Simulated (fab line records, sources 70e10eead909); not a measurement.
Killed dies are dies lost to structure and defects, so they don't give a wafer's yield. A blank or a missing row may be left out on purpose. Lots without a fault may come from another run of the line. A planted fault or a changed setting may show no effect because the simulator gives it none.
fab line records | flow nand_harc | part 2 of 2: steps 5 to 6 of 6
record lots=21 wafers=63 last_day=24
route steps=1159 shown P_GATE@148 P_CONTACT@237 P_M2@331
lots that met no fault: from a run of the same line without faults
start_h: hours from the record's first day to the start of the lot's first wafer shown | wait_h: hours since the lot's step before | " the same as in the row above | L1.1+2: a row that stands for several wafers | - no value, or no start given | * or withheld: withheld | < > ~ a bound
route shown NAME@n: a module of which the file shows steps, and the number in the route of the first | usual: mean/standard deviation of fault-free wafers | same: alike in all rows | chamber/n: place in a boat | sites: the reading at each site | _std_site: their standard deviation | _edge_site: outer sites' mean less inner sites' | radius_mm: how far each site lies from the wafer's centre | mask NAME#n: copy n | behind: the tool/chamber that last shaped the wafer | hold: why the lot was held/for how many hours/how that ended | device: the transistor (n, p or np) that didn't switch | end of line: the same wafers' tests at the end of the route | a step without rows: its recipe alone | killed: dies lost to structure and defects at the first sort, not the wafer's yield | map: a wafer's dies, x killed, . not, _ none there
set.NAME: the setting as run; set.NAME@STEP: as run at that earlier step | model.NAME: the simulator's own value behind a step, which no gauge read
steps of the route over a sample of lots; a table a step, a row a wafer
services: from which hour (start_h, from the record's first day; less than 0 if before it) a tool's chamber was out of use, for how many hours, and why
## steps
# step NHARC_P_M2_DESCUM_14
# recipe time_s=3 o2_flow_sccm=200 ar_flow_sccm=0 bias_power_w=0 chemistry=O2
# usual chamber_pressure_mTorr=60.00/0.052 drypump_motor_current_A=6.0/0.45 oes_product_au=0.997/0.007 rf_vpp_V=58.1/0.93 showerhead_plenum_p_Torr=1.98/0.069 throttle_valve_pct=11.312/0.0089
# columns lot.wafer tool chamber start_h wait_h chamber_pressure_mTorr drypump_motor_current_A oes_product_au rf_hours_counter_h rf_vpp_V showerhead_plenum_p_Torr throttle_valve_pct
L074.2 rie_diel-06 3 117.20 0.1 60.07 5.8 0.994 1 57.1 2.01 11.295
L074.4 " 0 " " 59.98 5.8 0.984 1 58.4 2.02 11.314
L074.6 " 3 " " 60.05 5.8 0.990 - 57.5 2.01 11.306
L075.3 rie_diel-06 2 134.21 0.1 59.97 6.1 0.987 2 59.2 1.93 11.305
L075.1 " 3 " " 60.01 5.8 0.991 2 57.8 2.00 11.308
L075.6 " 1 " " 60.02 6.6 0.993 - 57.2 2.02 11.325
L076.3 rie_diel-06 1 135.11 0.1 60.08 6.5 0.993 2 57.7 2.02 11.316
L076.2 " 2 " " 59.94 6.0 0.991 2 57.5 1.93 11.311
L076.5 " 1 " " 60.00 6.6 0.994 - 57.3 2.02 11.309
L078.3 rie_diel-06 0 150.59 0.1 59.96 5.8 0.997 2 58.0 2.02 11.324
L078.6 " 1 " " 60.00 6.6 0.996 - 58.0 2.02 11.313
L078.5 " 2 " " 59.91 6.0 0.997 - 58.9 1.94 11.299
L077.3 rie_diel-06 0 151.16 0.1 60.06 5.8 1.001 2 58.8 2.02 11.308
L077.1 " 1 " " 59.96 6.6 1.002 2 56.8 2.02 11.316
L077.5 " 1 " " 59.97 6.6 0.997 - 58.8 2.02 11.303
L079.1 rie_diel-06 1 156.58 0.1 60.03 6.5 1.001 3 58.0 2.02 11.307
L079.3 " 2 " " 59.97 6.0 0.987 3 57.8 1.93 11.330
L079.2 " 0 " " 59.94 5.8 1.006 3 58.5 2.02 11.307
L081.4 rie_diel-06 1 161.47 0.1 60.05 6.5 0.982 - 57.4 2.02 11.334
L081.5 " 1 " " 59.95 6.6 0.989 - 58.6 2.02 11.307
L081.6 " 2 " " 60.13 6.0 0.996 - 57.1 1.93 11.309
L080.1 rie_diel-06 2 162.54 0.1 60.09 6.0 1.006 3 59.1 1.93 11.307
L080.6 " 1 " " 59.99 6.5 0.997 - 58.0 2.02 11.317
L080.5 " 0 " " 59.94 5.8 1.004 - 59.2 2.02 11.308
L083.2 rie_diel-02 3 177.25 0.1 59.91 5.8 0.991 4 57.9 2.01 11.308
L083.4 " 0 " " 60.03 6.3 1.003 5 57.7 2.04 11.308
L083.3 " 2 " " 60.04 5.5 1.005 4 57.0 1.80 11.312
L082.4 rie_diel-11 3 177.91 0.1 60.00 5.9 0.998 61 57.8 2.06 11.316
L082.3 " 1 " " 59.95 6.4 1.010 56 56.2 1.83 11.293
L082.6 " 0 " " 60.04 5.1 0.998 - 57.6 1.79 11.307
L085.3 rie_diel-06 1 199.02 0.1 59.95 6.6 0.993 4 58.0 2.02 11.324
L085.1 " 0 " " 59.88 5.8 0.990 4 59.4 2.02 11.322
L085.5 " 2 " " 59.94 6.0 0.989 - 58.5 1.93 11.330
L087.3 rie_diel-06 3 209.55 0.1 60.03 5.8 1.006 4 57.8 2.00 11.318
L087.2 " 0 " " 60.04 5.8 0.996 5 58.4 2.02 11.315
L087.5 " 3 " " 59.99 5.8 1.001 - 59.1 2.00 11.312
L084.2 rie_diel-06 0 215.47 0.1 59.97 5.8 0.997 5 58.4 2.02 11.292
L084.4 " 2 " " 60.01 6.0 0.985 4 56.8 1.93 11.314
L084.3 " 3 " " 60.03 5.9 0.990 4 58.9 2.00 11.321
L089.4 rie_diel-02 3 222.06 0.1 59.99 5.8 0.999 16 59.3 2.00 11.317
L089.3 " 1 " " 59.97 4.9 1.003 15 57.4 1.96 11.330
L089.5 " 3 " " 59.98 5.8 0.994 - 59.1 2.00 11.315
L088.1 rie_diel-11 3 222.44 0.1 59.99 5.9 0.999 15 58.6 2.05 11.310
L088.3 " 2 " " 60.06 4.8 1.005 12 57.9 2.02 11.312
L088.6 " 0 " " 60.02 5.1 1.004 - 57.3 1.79 11.315
L090.3 rie_diel-06 0 227.35 0.1 59.99 5.8 0.983 6 56.3 2.02 11.330
L090.1 " 1 " " 59.97 6.5 0.985 6 57.7 2.02 11.304
L090.2 " 2 " " 59.99 6.0 1.000 5 57.5 1.93 11.306
L093.2 rie_diel-06 0 234.56 0.1 59.96 5.8 0.987 6 58.3 2.02 11.315
L093.3 " 2 " " 60.05 6.0 0.996 6 58.0 1.93 11.318
L093.6 " 2 " " 59.97 6.0 0.988 - 58.6 1.93 11.307
L094.3 rie_diel-02 3 235.07 0.1 60.06 5.8 0.991 17 59.5 2.00 11.298
L094.1 " 0 " " 59.96 6.3 0.993 17 57.8 2.03 11.320
L094.5 " 0 " " 60.05 6.3 1.015 - 59.1 2.03 11.318
L091.6 rie_diel-06 2 236.00 0.1 60.02 6.1 1.000 - 57.6 1.93 11.321
L091.4 " 0 " " 59.96 5.8 0.982 - 59.4 2.02 11.318
L091.5 " 1 " " 60.02 6.6 1.007 - 58.4 2.02 11.312
L092.1 rie_diel-02 2 243.99 0.1 59.95 5.5 1.003 17 58.3 1.79 11.323
L092.2 " 3 " " 59.96 5.8 0.996 18 58.2 2.00 11.317
L092.6 " 2 " " 60.04 5.5 1.000 - 58.8 1.79 11.300
L096.3 rie_diel-02 2 253.43 0.1 60.12 5.5 0.999 17 55.5 1.79 11.315
L096.4 " 3 " " 60.05 5.8 0.987 19 59.3 2.00 11.297
L096.1 " 1 " " 59.96 4.9 0.990 18 57.2 1.96 11.311
# step NHARC_P_M2_ETCH_35
# recipe target_depth_a=400 overetch_a=120 time_s=43.94 ion_energy_ev=200 n2_flow_sccm=150 h2_flow_sccm=150 ar_flow_sccm=0 rf_w=400 bias_w=150 chemistry=N2/H2
# usual chamber_pressure_mTorr=30.001/0.026 drypump_motor_current_A=5.9/0.46 oes_product_au=0.999/0.0073 rf_vpp_V=432.4/2.3 showerhead_plenum_p_Torr=2.11/0.079 throttle_valve_pct=14.171/0.0094
# columns lot.wafer tool chamber start_h wait_h chamber_pressure_mTorr drypump_motor_current_A oes_product_au rf_hours_counter_h rf_vpp_V showerhead_plenum_p_Torr throttle_valve_pct
L074.4 rie_diel-06 3 117.28 0.1 29.978 5.8 0.991 1 432.6 2.14 14.163
L074.2 " 2 " " 30.029 6.0 0.981 1 431.7 2.06 14.178
L074.6 " 3 " " 29.970 5.8 0.988 - 434.3 2.14 14.158
L075.1 rie_diel-06 3 134.29 0.1 29.994 5.8 1.003 2 432.4 2.14 14.177
L075.3 " 0 " " 29.992 5.8 0.997 2 434.1 2.16 14.176
L075.6 " 3 " " 30.021 5.8 1.001 - 435.0 2.14 14.182
L076.3 rie_diel-06 0 135.20 0.1 30.025 5.8 0.996 2 432.9 2.16 14.186
L076.2 " 2 " " 29.990 6.1 0.986 2 431.6 2.06 14.167
L076.5 " 3 " " 30.023 5.9 1.004 - 433.6 2.14 14.175
L078.3 rie_diel-06 0 150.67 0.1 30.004 5.8 0.994 2 432.8 2.16 14.177
L078.5 " 1 " " 29.975 6.6 1.004 - 434.8 2.16 14.167
L078.6 " 2 " " 29.996 6.0 0.989 - 429.6 2.06 14.161
L077.1 rie_diel-06 0 151.31 0.1 30.011 5.8 0.996 3 434.4 2.16 14.205
L077.3 " 1 " " 29.992 6.5 0.996 3 434.7 2.16 14.181
L077.5 " 1 " " 30.038 6.5 0.995 - 433.9 2.16 14.161
L079.3 rie_diel-06 1 156.69 0.1 30.002 6.6 0.993 3 432.6 2.16 14.159
L079.1 " 2 " " 30.007 6.0 0.999 3 431.5 2.06 14.162
L079.2 " 0 " " 30.034 5.8 1.001 3 434.0 2.16 14.164
L081.4 rie_diel-06 1 161.60 0.1 30.022 6.6 1.011 - 433.2 2.16 14.170
L081.5 " 1 " " 30.032 6.5 0.996 - 433.6 2.16 14.166
L081.6 " 2 " " 29.988 6.0 1.006 - 430.3 2.06 14.162
L080.1 rie_diel-06 0 162.64 0.1 29.947 5.8 1.002 3 433.3 2.16 14.162
L080.5 " 0 " " 29.988 5.8 1.004 - 432.9 2.16 14.178
L080.6 " 1 " " 29.977 6.5 1.003 - 432.7 2.16 14.188
L083.4 rie_diel-02 1 177.33 0.1 29.985 5.0 0.998 5 432.0 2.09 14.176
L083.2 " 3 " " 30.020 5.8 0.988 4 433.0 2.14 14.168
L083.3 " 0 " " 30.010 6.3 0.996 5 433.8 2.17 14.174
L082.4 rie_diel-11 1 177.99 0.1 30.016 6.4 1.008 56 429.8 1.95 14.157
L082.3 " 2 " " 30.031 4.8 1.009 58 434.2 2.16 14.169
L082.6 " 2 " " 30.030 4.8 1.002 - 433.1 2.16 14.159
L085.3 rie_diel-06 3 199.11 0.1 29.984 5.8 0.998 3 432.7 2.14 14.169
L085.1 " 1 " " 30.006 6.6 1.005 4 432.6 2.16 14.179
L085.5 " 3 " " 30.021 5.8 1.001 - 433.0 2.14 14.169
L087.2 rie_diel-06 3 209.69 0.1 30.028 5.9 0.999 4 433.6 2.14 14.179
L087.3 " 1 " " 29.982 6.5 0.997 5 434.3 2.16 14.166
L087.5 " 0 " " 29.998 5.8 1.000 - 433.4 2.16 14.178
L084.2 rie_diel-06 1 215.55 0.1 30.023 6.6 0.995 5 433.6 2.16 14.182
L084.4 " 3 " " 29.963 5.8 0.992 4 433.2 2.14 14.175
L084.3 " 0 " " 29.969 5.8 0.993 5 434.1 2.16 14.167
L089.3 rie_diel-02 1 222.15 0.1 30.033 4.9 1.010 15 430.9 2.09 14.159
L089.4 " 2 " " 30.019 5.5 1.010 15 426.9 1.91 14.162
L089.5 " 1 " " 29.993 4.9 1.004 - 431.5 2.09 14.179
L088.3 rie_diel-11 0 222.57 0.1 29.996 5.1 1.009 13 426.8 1.90 14.159
L088.1 " 3 " " 30.048 6.0 1.009 15 434.3 2.19 14.174
L088.6 " 1 " " 29.993 6.3 1.003 - 427.9 1.94 14.168
L090.3 rie_diel-06 1 227.42 0.1 29.976 6.6 0.991 6 434.7 2.16 14.170
L090.2 " 2 " " 30.012 6.0 0.997 5 430.6 2.06 14.162
L090.1 " 0 " " 30.022 5.8 0.996 6 432.5 2.16 14.165
L093.2 rie_diel-06 0 234.67 0.1 30.002 5.8 0.998 6 436.2 2.16 14.167
L093.3 " 1 " " 30.013 6.6 0.994 6 433.4 2.16 14.174
L093.6 " 1 " " 30.027 6.6 0.993 - 433.3 2.16 14.180
L094.3 rie_diel-02 1 235.16 0.1 30.026 4.9 0.997 16 432.7 2.09 14.173
L094.1 " 2 " " 29.982 5.5 1.013 16 427.0 1.91 14.159
L094.5 " 0 " " 30.005 6.3 1.003 - 434.7 2.17 14.173
L091.6 rie_diel-06 0 236.09 0.1 30.031 5.8 0.989 - 433.8 2.16 14.172
L091.5 " 1 " " 29.984 6.6 1.008 - 432.5 2.16 14.166
L091.4 " 2 " " 30.000 6.0 1.003 - 432.0 2.06 14.177
L092.1 rie_diel-02 2 244.08 0.1 29.992 5.5 1.004 17 426.9 1.91 14.173
L092.2 " 1 " " 30.032 4.9 1.007 17 431.1 2.09 14.172
L092.6 " 2 " " 29.990 5.5 1.017 - 427.7 1.91 14.171
L096.1 rie_diel-02 2 253.52 0.1 30.011 5.5 1.010 17 424.9 1.91 14.164
L096.4 " 3 " " 29.994 5.8 1.009 19 433.9 2.14 14.172
L096.3 " 0 " " 29.987 6.3 1.004 20 433.4 2.17 14.161
## services
# columns tool chamber start_h hours kind
rie_diel-06 - 64.20 9.0 pm
rie_diel-05 3 66.63 6.5 repair
rie_diel-11 - 85.68 0.4 repair
rie_diel-13 - 99.03 9.0 pm
ald_metal-01 - 102.00 10.0 pm
rie_diel-13 1 121.69 32.1 repair
rie_diel-05 2 135.39 7.6 repair
ald_metal-01 - 149.36 0.5 repair
rie_diel-02 - 150.70 9.0 pm
rie_diel-06 3 150.80 12.5 repair
rie_diel-06 0 157.91 4.4 repair
rie_diel-05 - 163.60 9.0 pm
rie_diel-05 1 176.99 9.2 repair
ald_metal-04 - 177.06 0.5 repair
rie_diel-05 2 182.17 5.1 repair
rie_diel-11 - 189.82 9.0 pm
rie_diel-06 2 203.96 7.2 repair
rie_diel-11 2 216.06 3.2 repair
ald_metal-04 - 228.00 10.0 pm
rie_diel-06 3 232.60 25.1 repair
rie_diel-06 - 241.20 9.0 pm
rie_diel-05 3 242.26 20.0 repair
rie_diel-05 2 247.84 5.2 repair
ald_metal-04 - 252.85 2.0 repair
